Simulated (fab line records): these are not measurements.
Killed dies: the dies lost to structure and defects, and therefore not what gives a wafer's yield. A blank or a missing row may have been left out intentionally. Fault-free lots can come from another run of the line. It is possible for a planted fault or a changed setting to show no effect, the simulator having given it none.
Matching of chambers ; flow n5_finfet ; 4 sister chambers for N5_BEOL_M11_DESCUM_33 on rie_diel-02
The step chemistry O2, time 7.9 s. 30 wafers are shown with their chamber, then 12 later ones without.

WAFERS WITH THEIR CHAMBER
wafer;chamber;drypump_motor_current_A (A);showerhead_plenum_p_Torr (Torr);throttle_valve_pct (%)
L074.1;2;6.0;2.18;20.60
L074.3;3;5.8;2.01;20.78
L074.5;3;5.8;2.01;20.79
L079.1;0;5.6;2.05;20.41
L079.3;2;6.0;2.18;20.61
L079.5;0;5.6;2.05;20.41
L077.2;3;5.8;2.01;20.79
L077.5;1;6.3;2.13;20.22
L077.6;0;5.6;2.05;20.41
L078.1;0;5.6;2.05;20.40
L078.2;1;6.3;2.13;20.22
L078.3;3;5.8;2.01;20.81
L078.4;2;6.0;2.18;20.60
L078.5;2;6.0;2.18;20.61
L078.6;3;5.8;2.01;20.80
L080.1;0;5.6;2.05;20.41
L080.3;2;6.0;2.18;20.60
L080.5;3;5.8;2.01;20.79
L082.2;0;5.6;2.05;20.42
L082.3;3;5.8;2.01;20.80
L082.5;2;6.0;2.17;20.61
L083.3;1;6.3;2.12;20.25
L083.4;2;6.0;2.17;20.65
L083.5;1;6.3;2.12;20.23
L088.1;3;5.8;2.00;20.83
L088.2;1;6.4;2.12;20.25
L088.4;2;6.0;2.17;20.64
L093.1;0;5.6;2.04;20.46
L093.2;1;6.3;2.12;20.24
L093.3;2;6.0;2.17;20.65

SIGNATURES (means of the wafers above)
reading;chamber 0;chamber 1;chamber 2;chamber 3;scatter within a chamber
drypump_motor_current_A;5.600;6.317;6.000;5.800;0.0179
showerhead_plenum_p_Torr;2.0486;2.1233;2.1756;2.0088;0.00451
throttle_valve_pct;20.4171;20.2350;20.6189;20.7987;0.0183
Rule: a wafer's distance from a chamber is the root of the sum, over the readings, of the square of ((its reading less the chamber's mean) divided by the reading's scatter). If the next closest chamber is less than 2 further off than the closest, the wafer can't be placed; otherwise it belongs to the closest. The scatter: take each reading less its chamber's mean, square it, sum over the shown wafers, divide by the number of wafers less the number of chambers, and take the root.

WAFERS MISSING THEIR CHAMBER
wafer;drypump_motor_current_A (A);showerhead_plenum_p_Torr (Torr);throttle_valve_pct (%)
L093.4;5.8;2.00;20.85
L093.5;6.1;2.17;20.65
L093.6;6.3;2.12;20.27
L095.4;6.3;2.12;20.27
L095.5;6.3;2.12;20.27
L095.6;6.0;2.16;20.66
L096.1;6.4;2.11;20.28
L096.2;5.7;2.04;20.48
L096.3;6.0;2.16;20.65
L096.4;5.8;2.00;20.85
L096.5;5.8;2.00;20.87
L096.6;5.7;2.04;20.46

WHICH CHAMBER EACH WENT THROUGH
wafer;from the rows above;in truth
L093.4;3;3
L093.5;2;2
L093.6;1;1
L095.4;1;1
L095.5;1;1
L095.6;2;2
L096.1;1;1
L096.2;0;0
L096.3;2;2
L096.4;3;3
L096.5;3;3
L096.6;0;0
12 of 12 placed correctly. From these rows, 0 cannot be placed. Wrongly placed: 0.
